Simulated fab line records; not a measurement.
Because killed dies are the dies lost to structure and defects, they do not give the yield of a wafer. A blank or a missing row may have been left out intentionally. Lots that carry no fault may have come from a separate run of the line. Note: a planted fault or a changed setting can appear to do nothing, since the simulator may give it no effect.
fab line records	flow n5_finfet
[record] lots = 7	wafers = 21
route steps=1938 shown MOL_CONTACT_COAG@570 BEOL_M1@753 BEOL_M2@846 BEOL_M4@1031
start_h: hours from the record's opening day to when the first of the lot's shown wafers began	wait_h: time in hours since the lot's previous step	" repeats the value in the row above	L1.1+2: a single row standing in for several wafers	- no value, or no start given	* or withheld: withheld	< > ~ a bound
route shown NAME@n: NAME is a module with steps in the file, n the number in the route of the first one	usual: mean/standard deviation taken from wafers without a fault	same: alike in all rows	chamber/n: place in a boat	sites: per-site readings	_std_site: how widely they spread, as a standard deviation	_edge_site: the outer-site mean with the inner-site mean subtracted	radius_mm: how far each site lies from the wafer's centre	mask NAME#n: copy n	behind: the tool/chamber that last shaped the wafer	hold: cause of the lot's hold/its duration in hours/its outcome	device: the n, p or np transistor that did not switch	end of line: the route-end tests of the same wafers	a step with no rows: only its recipe	killed: count of dies lost to structure and defects at first sort (not the wafer's yield)	map: dies across one wafer; x = killed, . = not, _ = none there
set.NAME: the setting as run; set.NAME@STEP: as run at that earlier step	model.NAME: the simulator's own value behind a step, which no gauge read
lots where settings were altered on purpose, with a table for each step and a row for each wafer
[[steps]]
[step N5_MOL_CONTACT_COAG_EXPOSE_81]
[recipe] mask_id = VG	na = 0.33	source_shape = annular	sigma_inner = 0.3	sigma_outer = 0.7	polarization = unpolarized	defocus_nm = 0	dose_mj = 59.5
lot.wafer	tool	chamber	start_h	wait_h	mask	set.dose_mj
L074.2+6	euv_scanner-02	0	101.04	-	VG#0	59.5
L074.4	"	0	"	"	VG#0	57.47
L078.1	euv_scanner-01	0	125.36	-	VG#0	55.94
L078.2+3	"	0	"	"	VG#0	59.5
L080.2+6	euv_scanner-02	0	138.59	-	VG#0	59.5
L080.3	"	0	"	"	VG#0	63.31
L089.1+6	euv_scanner-02	0	188.10	-	VG#0	59.5
L089.4	"	0	"	"	VG#0	56.15
L093.3	euv_scanner-02	0	212.35	-	VG#0	60.96
L093.4+6	"	0	"	"	VG#0	59.5
L094.1+3+4	euv_scanner-01	0	216.47	-	VG#0	59.5
L095.1+4+5	euv_scanner-01	0	228.28	-	VG#0	59.5
[step N5_MOL_CONTACT_COAG_PEB_82]
[recipe] peb_temp_c = 100	peb_time_s = 60	resist = CAR-EUV
[step N5_MOL_CONTACT_COAG_DEVELOP_83]
[recipe] develop_time_s = 30	developer = TMAH	resist = CAR-EUV	rinse_liquid = surfactant_rinse	dry = air_spin	dev_temp_c = 23
[step N5_MOL_CONTACT_COAG_CD_MEAS_84]
[recipe] target_cd_nm = 25.1	landing_energy_ev = 500	detector = se_inlens	polarity = opening
[usual] cd_nm = 25.11/0.24
lot.wafer	tool	chamber	start_h	wait_h	set.dose_mj@MOL_CONTACT_COAG_EXPOSE_81	cd_nm
L074.2	cd_sem-03	0	101.18	-	59.5	25.00
L074.4	"	0	"	"	57.47	24.42
L074.6	"	0	"	"	59.5	24.98
L078.1	cd_sem-01	0	125.50	-	55.94	23.57
L078.2	"	0	"	"	59.5	25.26
L078.3	"	0	"	"	59.5	24.66
L080.2	cd_sem-02	0	138.72	-	59.5	24.57
L080.3	"	0	"	"	63.31	26.10
L080.6	"	0	"	"	59.5	25.35
L089.1	cd_sem-02	0	188.24	-	59.5	25.12
L089.4	"	0	"	"	56.15	24.22
L089.6	"	0	"	"	59.5	25.25
L093.3	cd_sem-01	0	212.47	-	60.96	25.72
L093.4	"	0	"	"	59.5	25.11
L093.6	"	0	"	"	59.5	24.87
L094.1	cd_sem-02	0	216.61	-	59.5	24.99
L094.3	"	0	"	"	59.5	24.89
L094.4	"	0	"	"	59.5	25.30
L095.1	cd_sem-02	0	228.43	-	59.5	25.14
L095.4	"	0	"	"	59.5	25.50
L095.5	"	0	"	"	59.5	25.25
[step N5_MOL_CONTACT_COAG_ALD_133]
[recipe] material = SiO2	target_thk_a = 50	temp_c = 100	ald_precursor_family = BDEAS	ald_co_reactant = O2-plasma	pulse_time_s = 1	co_reactant_pulse_time_s = 1	purge_time_s = 2	co_reactant_purge_time_s = 2	ald_cycles = 35	pressure_torr = 2
lot.wafer	tool	chamber	start_h	wait_h	set.ald_cycles	model.SiO2_of_MOL_CONTACT_COAG_ALD_133.thk_nm
L074.2	ald_sin-02	0	102.98	0.1	35	5
L074.4+6	"	3	"	"	37	5.2
L078.1+2	ald_sin-02	2,3	127.19	0.1	31	4.4
L078.3	"	1	"	"	35	5
L080.2+3	ald_sin-01	3,0	140.43	0.1	35	5
L080.6	"	1	"	"	38	5.4
L089.1+4	ald_sin-04	1,0	189.87	0.1	32	4.6
L089.6	"	1	"	"	35	5
L093.3+6	ald_sin-01	0,3	214.36	0.1	37	5.2
L093.4	"	0	"	"	35	5
L094.1	ald_sin-02	3	218.31	0.1	31	4.4
L094.3+4	"	2,3	"	"	35	5
L095.1+4+5	ald_sin-02	3,1,3	230.42	0.2	35	5
[step N5_MOL_CONTACT_COAG_VIA_ETCH_117]
[recipe] chemistry = C4F6/O2	target_depth_a = 400	overetch_a = 80	mask_material = SOC	target = SiO2	bias_w = 455	pressure_mtorr = 10	time_s = 26	source_w = 325	Ar_flow_sccm = 300	C4F6_flow_sccm = 10	O2_flow_sccm = 10	ion_energy_ev = 575.3	ends = end_point
[usual] rf_vpp_V = 1578/28
lot.wafer	tool	chamber	start_h	wait_h	set.bias_w	rf_vpp_V
L074.2	rie_diel-03	0	103.32	0.0	455	1582
L074.4	"	0	"	"	373.2	1361
L074.6	"	3	"	"	373.2	1408
L078.1	rie_diel-03	3	127.53	0.0	376.6	1417
L078.2	"	0	"	"	455	1580
L078.3	"	2	"	"	376.6	1350
L080.2	rie_diel-02	1	140.77	0.0	455	1624
L080.3	"	0	"	"	417.5	1441
L080.6	"	0	"	"	417.5	1442
L089.1	rie_diel-04	0	190.21	0.0	455	1555
L089.4	"	2	"	"	455	1601
L089.6	"	1	"	"	455	1573
L093.3	rie_diel-04	3	214.70	0.0	528.7	1731
L093.4	"	2	"	"	455	1601
L093.6	"	2	"	"	528.7	1786
L094.1	rie_diel-02	2	218.65	0.0	428.1	1530
L094.3	"	0	"	"	428.1	1468
L094.4	"	1	"	"	455	1651
L095.1	rie_diel-04	3	230.76	0.0	455	1546
L095.4	"	1	"	"	455	1572
L095.5	"	3	"	"	455	1548
[step N5_BEOL_M1_PECVD_72]
[recipe] material = SiO2	target_thk_a = 160	temp_c = 400	precursor = TEOS/O2	pressure_torr = 5.5	rf_w = 450	teos_flow_sccm = 53.8	gas = O2	flow_sccm = 3000	time_s = 18
lot.wafer	tool	chamber	start_h	wait_h	set.temp_c	model.SiO2_of_BEOL_M1_PECVD_72.thk_nm
L074.2	pecvd-04	0	123.48	0.0	385	17.4
L074.4	"	2	"	"	385	17.2
L074.6	"	1	"	"	400	15.8
L078.1	pecvd-02	1	144.15	0.0	384.3	16.8
L078.2	"	2	"	"	384.3	17.4
L078.3	"	0	"	"	384.3	17.2
L080.2+3	pecvd-01	1,2	159.57	0.0	410	14.8
L080.6	"	1	"	"	400	16
L089.1	pecvd-02	0	209.10	0.0	415	14.2
L089.4+6	"	0,1	"	"	400	15.8
L093.3	pecvd-02	2	233.52	0.1	400	16.2
L093.4	"	1	"	"	400	15.8
L093.6	"	1	"	"	400	15.6
L094.1	pecvd-01	0	236.66	0.0	400	16
L094.3	"	1	"	"	412.4	14.4
L094.4	"	1	"	"	412.4	14.6
L095.1+4	pecvd-01	2,1	249.49	0.0	400	15.6
L095.5	"	2	"	"	400	16
[step N5_BEOL_M1_COAT_61]
[recipe] resist = SOC	temp_c = 250	time_s = 60	spin_rpm = 1500	resist_thk_nm = 60
lot.wafer	tool	chamber	start_h	wait_h	set.spin_rpm	model.SOC_of_BEOL_M1_COAT_61.thk_nm
L074.2	litho_track-01	0	123.89	0.1	1616	58.2
L074.4	"	0	"	"	1616	57.8
L074.6	"	0	"	"	1500	60.2
L078.1	litho_track-03	0	146.95	0.1	1500	59.8
L078.2+3	"	0	"	"	1500	60
L080.2+3+6	litho_track-03	0	160.79	0.1	1500	59.8
L089.1+6	litho_track-03	0	209.68	0.1	1444	61
L089.4	"	0	"	"	1500	60
L093.3	litho_track-03	0	234.01	0.1	1636	57.4
L093.4	"	0	"	"	1500	60
L093.6	"	0	"	"	1636	57.6
L094.1	litho_track-04	0	239.83	0.1	1500	60
L094.3	"	0	"	"	1655	57.2
L094.4	"	0	"	"	1500	60.2
L095.1+4+5	litho_track-04	0	250.14	0.1	1500	60
[step N5_BEOL_M1_COAT_62]
[recipe] resist = SiARC	temp_c = 220	time_s = 60	spin_rpm = 1500	resist_thk_nm = 12
[step N5_BEOL_M1_COAT_73]
[recipe] resist = underlayer	temp_c = 205	time_s = 60	spin_rpm = 1500	resist_thk_nm = 5
[step N5_BEOL_M1_ETCH_74]
[recipe] chemistry = N2/H2	target = underlayer	target_depth_a = 65	mask_material = CAR-EUV	time_s = 5.2	ion_energy_ev = 200	pressure_mtorr = 30	source_w = 840	bias_w = 150	n2_flow_sccm = 200	h2_flow_sccm = 200	ends = cleared
[step N5_BEOL_M1_ETCH_63]
[recipe] chemistry = CF4	target = SiARC	target_depth_a = 156	mask_material = CAR-EUV	time_s = 26	ion_energy_ev = 80	pressure_mtorr = 40	source_w = 545	bias_w = 36	Ar_flow_sccm = 100	cf4_flow_sccm = 100	ends = cleared
[step N5_BEOL_M1_ETCH_64]
[recipe] chemistry = N2/H2	target = SOC	target_depth_a = 750	overetch_a = 150	mask_material = SiARC	temp_c = 40	time_s = 112.5	ion_energy_ev = 200	pressure_mtorr = 30	source_w = 840	bias_w = 150	n2_flow_sccm = 200	h2_flow_sccm = 200
lot.wafer	tool	chamber	start_h	wait_h	set.spin_rpm@BEOL_M1_COAT_61	model.etch.depth_nm
L074.2	rie_diel-05	3	124.49	0.0	1616	58.1
L074.4	"	1	"	"	1616	57.86
L074.6	"	1	"	"	1500	60.16
L078.1	rie_diel-06	0	147.61	0.0	1500	59.85
L078.2	"	1	"	"	1500	59.94
L078.3	"	3	"	"	1500	59.96
L080.2	rie_diel-01	2	161.44	0.0	1500	59.87
L080.3+6	"	1,2	"	"	1500	59.86
L089.1	rie_diel-05	2	210.16	0.0	1444	61.05
L089.4	"	1	"	"	1500	59.97
L089.6	"	2	"	"	1444	61.02
L093.3	rie_diel-05	3	234.48	0.0	1636	57.41
L093.4	"	0	"	"	1500	60.09
L093.6	"	1	"	"	1636	57.58
L094.1	rie_diel-01	0	240.43	0.0	1500	60.04
L094.3	"	2	"	"	1655	57.24
L094.4	"	0	"	"	1500	60.11
L095.1	rie_diel-01	0	250.61	0.0	1500	60.07
L095.4	"	1	"	"	1500	59.96
L095.5	"	3	"	"	1500	60.05
[step N5_BEOL_M1_TRENCH_ETCH_37]
[recipe] chemistry = C4F6/O2	target_depth_a = 552.07	target = SiOC	time_s = 29	ion_energy_ev = 250	pressure_mtorr = 30	source_w = 355	bias_w = 185	Ar_flow_sccm = 300	C4F6_flow_sccm = 10	O2_flow_sccm = 10
lot.wafer	tool	chamber	start_h	wait_h	set.time_s	model.etch.depth_nm	model.BEOL_M1.feature_depth_nm
L074.2	rie_diel-05	0	-	-	29	57.86	57.8
L074.4	"	2	"	"	27	50.98	51
L074.6	"	3	"	"	27	49.63	49.6
L078.1	rie_diel-06	2	-	-	24.83	48.35	48.4
L078.2	"	3	"	"	24.83	48.09	48
L078.3	"	0	"	"	29	55.02	55
L080.2	rie_diel-06	2	-	-	33.04	64.21	64.2
L080.3	"	1	"	"	33.04	62.52	62.6
L080.6	"	2	"	"	29	56.69	56.6
L089.1	rie_diel-01	2	-	-	34.01	65.09	65
L089.4	"	1	"	"	29	51.31	51.4
L089.6	"	3	"	"	34.01	63.02	63
L093.3	rie_diel-01	0	-	-	29	53.7	53.8
L093.4	"	0	"	"	29	53.3	53.4
L093.6	"	3	"	"	23.97	44.74	44.8
L094.1	rie_diel-05	2	-	-	33.03	62.02	62
L094.3	"	0	"	"	33.03	65.31	65.4
L094.4	"	3	"	"	33.03	59.38	59.4
L095.1	rie_diel-06	1	-	-	29	53.36	53.4
L095.4	"	3	"	"	29	55.73	55.8
L095.5	"	1	"	"	29	52.96	53
[step N5_BEOL_M1_ETCH_41]
[recipe] chemistry = CH3F/O2	target = SiCN	target_depth_a = 319	taper_deg = 2	time_s = 57.8	ion_energy_ev = 120	mask_material = TiN	pressure_mtorr = 30	source_w = 395	bias_w = 75	Ar_flow_sccm = 150	CH3F_flow_sccm = 30	O2_flow_sccm = 20
[step N5_BEOL_M1_STRIP_97]
[recipe] chemistry = N2/H2	time_s = 10	power_w = 450	temp_c = 40	pressure_mtorr = 20	rf_frequency_hz = 6e+07	bias_power_w = 7	n2_flow_sccm = 200	h2_flow_sccm = 200
[step N5_BEOL_M1_OCD_MEAS_38]
[usual] trench_depth_nm = 54.9/1.5
lot.wafer	tool	chamber	start_h	wait_h	set.time_s@BEOL_M1_TRENCH_ETCH_37	trench_depth_nm
L074.2	ocd-02	-	143.01	-	29	58.0
L074.4	"	-	"	"	27	50.6
L074.6	"	-	"	"	27	49.9
L078.1	ocd-02	-	150.29	-	24.83	47.9
L078.2	"	-	"	"	24.83	48.3
L078.3	"	-	"	"	29	54.8
L080.2	ocd-01	-	163.31	-	33.04	63.2
L080.3	"	-	"	"	33.04	62.5
L080.6	"	-	"	"	29	57.0
L089.1	ocd-02	-	218.20	-	34.01	65.8
L089.4	"	-	"	"	29	51.4
L089.6	"	-	"	"	34.01	62.9
L093.3	ocd-01	-	244.89	-	29	53.2
L093.4	"	-	"	"	29	53.2
L093.6	"	-	"	"	23.97	45.0
L094.1	ocd-01	-	248.38	-	33.03	62.3
L094.3	"	-	"	"	33.03	65.1
L094.4	"	-	"	"	33.03	59.8
L095.1	ocd-01	-	269.01	-	29	53.6
L095.4	"	-	"	"	29	55.6
L095.5	"	-	"	"	29	53.0
[step N5_BEOL_M1_HM_STRIP_39]
[recipe] chemistry = peroxide_tin_strip	material = TiN	target_depth_a = 250	temp_c = 50	time_s = 158
lot.wafer	tool	chamber	start_h	wait_h	set.temp_c@BEOL_M1_PECVD_72	model.SiO2_of_BEOL_M1_PECVD_72.thk_nm
L074.2	wet_bench-03	0	143.04	0.0	385	17.2
L074.4	"	1	"	"	385	17
L074.6	"	4	"	"	400	15.8
L078.1	wet_bench-02	0	150.32	0.0	384.3	16.8
L078.2	"	7	"	"	384.3	17.2
L078.3	"	1	"	"	384.3	17
L080.2+3	wet_bench-05	0,1	163.34	0.0	410	14.8
L080.6	"	3	"	"	400	15.8
L089.1	wet_bench-02	2	218.24	0.0	415	14
L089.4	"	4	"	"	400	15.8
L089.6	"	1	"	"	400	15.6
L093.3	wet_bench-05	4	244.92	0.0	400	16
L093.4	"	6	"	"	400	15.6
L093.6	"	5	"	"	400	15.4
L094.1	wet_bench-02	1	248.41	0.0	400	15.8
L094.3	"	4	"	"	412.4	14.2
L094.4	"	5	"	"	412.4	14.4
L095.1	wet_bench-02	6	269.04	0.0	400	15.4
L095.4	"	1	"	"	400	15.6
L095.5	"	2	"	"	400	15.8
[step N5_BEOL_M2_COAT_62]
[recipe] resist = SiARC	temp_c = 220	time_s = 60	spin_rpm = 1500	resist_thk_nm = 12
lot.wafer	tool	chamber	start_h	wait_h	set.spin_rpm	model.SiARC_of_BEOL_M2_COAT_62.thk_nm
L074.2	litho_track-04	0	-	-	1500	12
L074.4+6	"	0	"	"	1380	12.6
L078.1+2+3	litho_track-04	0	-	-	1500	12
L080.2	litho_track-05	0	-	-	1577	11.6
L080.3+6	"	0	"	"	1500	12
L089.1	litho_track-04	0	-	-	1500	12
L089.4+6	"	0	"	"	1608	11.6
L093.3+4+6	litho_track-02	0	-	-	1500	12
L094.1	litho_track-05	0	-	-	1661	11.4
L094.3+4	"	0	"	"	1500	12
L095.1+4+5	litho_track-04	0	-	-	1500	12
[step N5_BEOL_M2_COAT_73]
[recipe] resist = underlayer	temp_c = 205	time_s = 60	spin_rpm = 1500	resist_thk_nm = 5
[step N5_BEOL_M2_COAT_05]
[recipe] resist = CAR-EUV	spin_rpm = 1500	resist_thk_nm = 30
[step N5_BEOL_M2_DESCUM_16]
[recipe] chemistry = O2	time_s = 7	source_power_w = 50	bias_power_w = 20	pressure_mtorr = 20	rf_frequency_hz = 2.712e+07	temp_c = 40	resist = CAR-EUV	o2_flow_sccm = 225
[step N5_BEOL_M2_ETCH_74]
[recipe] chemistry = N2/H2	target = underlayer	target_depth_a = 65	mask_material = CAR-EUV	time_s = 5.2	ion_energy_ev = 200	pressure_mtorr = 30	source_w = 840	bias_w = 150	n2_flow_sccm = 200	h2_flow_sccm = 200	ends = cleared
[step N5_BEOL_M2_ETCH_63]
[recipe] chemistry = CF4	target = SiARC	target_depth_a = 156	mask_material = CAR-EUV	time_s = 26	ion_energy_ev = 80	pressure_mtorr = 40	source_w = 545	bias_w = 36	Ar_flow_sccm = 100	cf4_flow_sccm = 100	ends = cleared
lot.wafer	tool	chamber	start_h	wait_h	set.spin_rpm@BEOL_M2_COAT_62	model.etch.depth_nm
L074.2	rie_diel-03	0	150.96	0.0	1500	12
L074.4	"	3	"	"	1380	12.53
L074.6	"	3	"	"	1380	12.54
L078.1	rie_diel-02	0	156.01	0.0	1500	12
L078.2	"	3	"	"	1500	11.97
L078.3	"	2	"	"	1500	12.02
L080.2	rie_diel-02	3	169.83	0.0	1577	11.67
L080.3	"	0	"	"	1500	11.99
L080.6	"	2	"	"	1500	12.03
L089.1	rie_diel-04	2	224.92	0.0	1500	11.94
L089.4	"	0	"	"	1608	11.56
L089.6	"	0	"	"	1608	11.55
L093.3	rie_diel-04	3	249.83	0.0	1500	12
L093.4	"	1	"	"	1500	12.04
L093.6	"	2	"	"	1500	12.01
L094.1	rie_diel-03	3	253.51	0.0	1661	11.35
L094.3+4	"	1,0	"	"	1500	11.94
L095.1+4	rie_diel-02	0,2	274.41	0.0	1500	12.01
L095.5	"	2	"	"	1500	12.06
[step N5_BEOL_M4_EXPOSE_08]
[recipe] mask_id = M4	na = 0.33	source_shape = dipole	sigma_inner = 0.369	sigma_outer = 0.767	polarization = unpolarized	dose_mj = 41.25
lot.wafer	tool	chamber	start_h	wait_h	mask	set.dose_mj
L078.1	euv_scanner-01	0	179.00	-	M4#0	38.86
L078.2+3	"	0	"	"	M4#0	41.25
L074.2+4	euv_scanner-02	0	184.82	-	M4#0	41.25
L074.6	"	0	"	"	M4#0	38.43
L080.2+6	euv_scanner-02	0	192.29	-	M4#0	41.25
L080.3	"	0	"	"	M4#0	39.88
L089.1+6	euv_scanner-01	0	272.58	-	M4#0	43.29
L089.4	"	0	"	"	M4#0	41.25
L093.3	euv_scanner-01	0	321.04	-	M4#0	41.25
L093.4+6	"	0	"	"	M4#0	39.2
L094.1+3	euv_scanner-02	0	323.46	-	M4#0	39.73
L094.4	"	0	"	"	M4#0	41.25
L095.1+4+5	euv_scanner-02	0	332.53	-	M4#0	41.25
[step N5_BEOL_M4_PEB_09]
[recipe] peb_temp_c = 100	peb_time_s = 60	resist = CAR-EUV
[step N5_BEOL_M4_DEVELOP_10]
[recipe] develop_time_s = 30	developer = TMAH	resist = CAR-EUV	rinse_liquid = surfactant_rinse	dry = air_spin	dev_temp_c = 23
[step N5_BEOL_M4_CD_MEAS_11]
[recipe] target_cd_nm = 16.79	landing_energy_ev = 500	detector = se_inlens	polarity = opening
[usual] cd_nm = 16.76/0.23
lot.wafer	tool	chamber	start_h	wait_h	set.dose_mj@BEOL_M4_EXPOSE_08	cd_nm
L078.1	cd_sem-01	0	179.13	-	38.86	15.48
L078.2	"	0	"	"	41.25	16.74
L078.3	"	0	"	"	41.25	17.12
L074.2	cd_sem-02	0	184.95	-	41.25	16.94
L074.4	"	0	"	"	41.25	16.63
L074.6	"	0	"	"	38.43	15.49
L080.2	cd_sem-01	0	192.42	-	41.25	16.71
L080.3	"	0	"	"	39.88	15.69
L080.6	"	0	"	"	41.25	16.42
L089.1	cd_sem-03	0	272.71	-	43.29	17.73
L089.4	"	0	"	"	41.25	16.75
L089.6	"	0	"	"	43.29	17.82
L093.3	cd_sem-01	0	321.16	-	41.25	16.68
L093.4	"	0	"	"	39.2	15.78
L093.6	"	0	"	"	39.2	16.02
L094.1	cd_sem-02	0	323.59	-	39.73	15.74
L094.3	"	0	"	"	39.73	16.21
L094.4	"	0	"	"	41.25	16.95
L095.1	cd_sem-01	0	332.66	-	41.25	16.77
L095.4	"	0	"	"	41.25	16.56
L095.5	"	0	"	"	41.25	17.08
[step N5_BEOL_M4_DESCUM_16]
[recipe] chemistry = O2	time_s = 7	source_power_w = 50	bias_power_w = 20	pressure_mtorr = 20	rf_frequency_hz = 2.712e+07	temp_c = 40	resist = CAR-EUV	o2_flow_sccm = 225
[step N5_BEOL_M4_ETCH_74]
[recipe] chemistry = N2/H2	target = underlayer	target_depth_a = 65	mask_material = CAR-EUV	time_s = 5.2	ion_energy_ev = 200	pressure_mtorr = 30	source_w = 840	bias_w = 150	n2_flow_sccm = 200	h2_flow_sccm = 200	ends = cleared
lot.wafer	tool	chamber	start_h	wait_h	set.dose_mj@BEOL_M4_EXPOSE_08	model.BEOL_M4.cd_offset_nm
L078.1	rie_diel-04	1	179.29	0.0	38.86	-1
L078.2+3	"	2,3	"	"	41.25	0.2
L074.2	rie_diel-02	0	185.27	0.0	41.25	-0.4
L074.4	"	1	"	"	41.25	-0.2
L074.6	"	0	"	"	38.43	-1.6
L080.2+6	rie_diel-03	2	192.57	0.0	41.25	0.2
L080.3	"	1	"	"	39.88	-0.8
L089.1	rie_diel-02	3	272.87	0.0	43.29	1
L089.4	"	1	"	"	41.25	0
L089.6	"	2	"	"	43.29	0.8
L093.3	rie_diel-04	3	321.31	0.0	41.25	0.2
L093.4+6	"	0,2	"	"	39.2	-0.8
L094.1+3	rie_diel-02	2,0	323.75	0.0	39.73	-0.8
L094.4	"	1	"	"	41.25	0.4
L095.1	rie_diel-02	3	332.82	0.0	41.25	0.2
L095.4	"	0	"	"	41.25	-0.6
L095.5	"	2	"	"	41.25	0
[[key]]
[split] step = N5_MOL_CONTACT_COAG_EXPOSE_81	setting = dose_mj	stated = 59.5	by = wafer
[response] step = N5_MOL_CONTACT_COAG_CD_MEAS_84	reading = cd_nm	change = +0.196	per = 1%	r = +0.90
[split] step = N5_MOL_CONTACT_COAG_ALD_133	setting = ald_cycles	stated = 35	by = wafer
[response] step = N5_MOL_CONTACT_COAG_ALD_133	reading = model.SiO2_of_MOL_CONTACT_COAG_ALD_133.thk_nm	change = +0.0483	per = 1%	r = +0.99
[split] step = N5_MOL_CONTACT_COAG_VIA_ETCH_117	setting = bias_w	stated = 455	by = wafer
[response] step = N5_MOL_CONTACT_COAG_VIA_ETCH_117	reading = rf_vpp_V	change = +12.1	per = 1%	r = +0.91
[split] step = N5_BEOL_M1_PECVD_72	setting = temp_c	stated = 400	by = wafer
[response] step = N5_BEOL_M1_PECVD_72	reading = model.SiO2_of_BEOL_M1_PECVD_72.thk_nm	change = -0.438	per = 1%	r = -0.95
[response] step = N5_BEOL_M1_HM_STRIP_39	reading = model.SiO2_of_BEOL_M1_PECVD_72.thk_nm	change = -0.418	per = 1%	r = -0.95
[split] step = N5_BEOL_M1_COAT_61	setting = spin_rpm	stated = 1500	by = wafer
[response] step = N5_BEOL_M1_COAT_61	reading = model.SOC_of_BEOL_M1_COAT_61.thk_nm	change = -0.279	per = 1%	r = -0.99
[response] step = N5_BEOL_M1_ETCH_64	reading = model.etch.depth_nm	change = -0.281	per = 1%	r = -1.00
[split] step = N5_BEOL_M1_TRENCH_ETCH_37	setting = time_s	stated = 29	by = wafer
[response] step = N5_BEOL_M1_TRENCH_ETCH_37	reading = model.etch.depth_nm	change = +0.587	per = 1%	r = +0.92
[response] step = N5_BEOL_M1_TRENCH_ETCH_37	reading = model.BEOL_M1.feature_depth_nm	change = +0.587	per = 1%	r = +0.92
[response] step = N5_BEOL_M1_OCD_MEAS_38	reading = trench_depth_nm	change = +0.571	per = 1%	r = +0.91
[split] step = N5_BEOL_M2_COAT_62	setting = spin_rpm	stated = 1500	by = wafer
[response] step = N5_BEOL_M2_COAT_62	reading = model.SiARC_of_BEOL_M2_COAT_62.thk_nm	change = -0.0628	per = 1%	r = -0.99
[response] step = N5_BEOL_M2_ETCH_63	reading = model.etch.depth_nm	change = -0.0587	per = 1%	r = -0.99
[split] step = N5_BEOL_M4_EXPOSE_08	setting = dose_mj	stated = 41.25	by = wafer
[response] step = N5_BEOL_M4_CD_MEAS_11	reading = cd_nm	change = +0.213	per = 1%	r = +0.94
[response] step = N5_BEOL_M4_ETCH_74	reading = model.BEOL_M4.cd_offset_nm	change = +0.214	per = 1%	r = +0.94
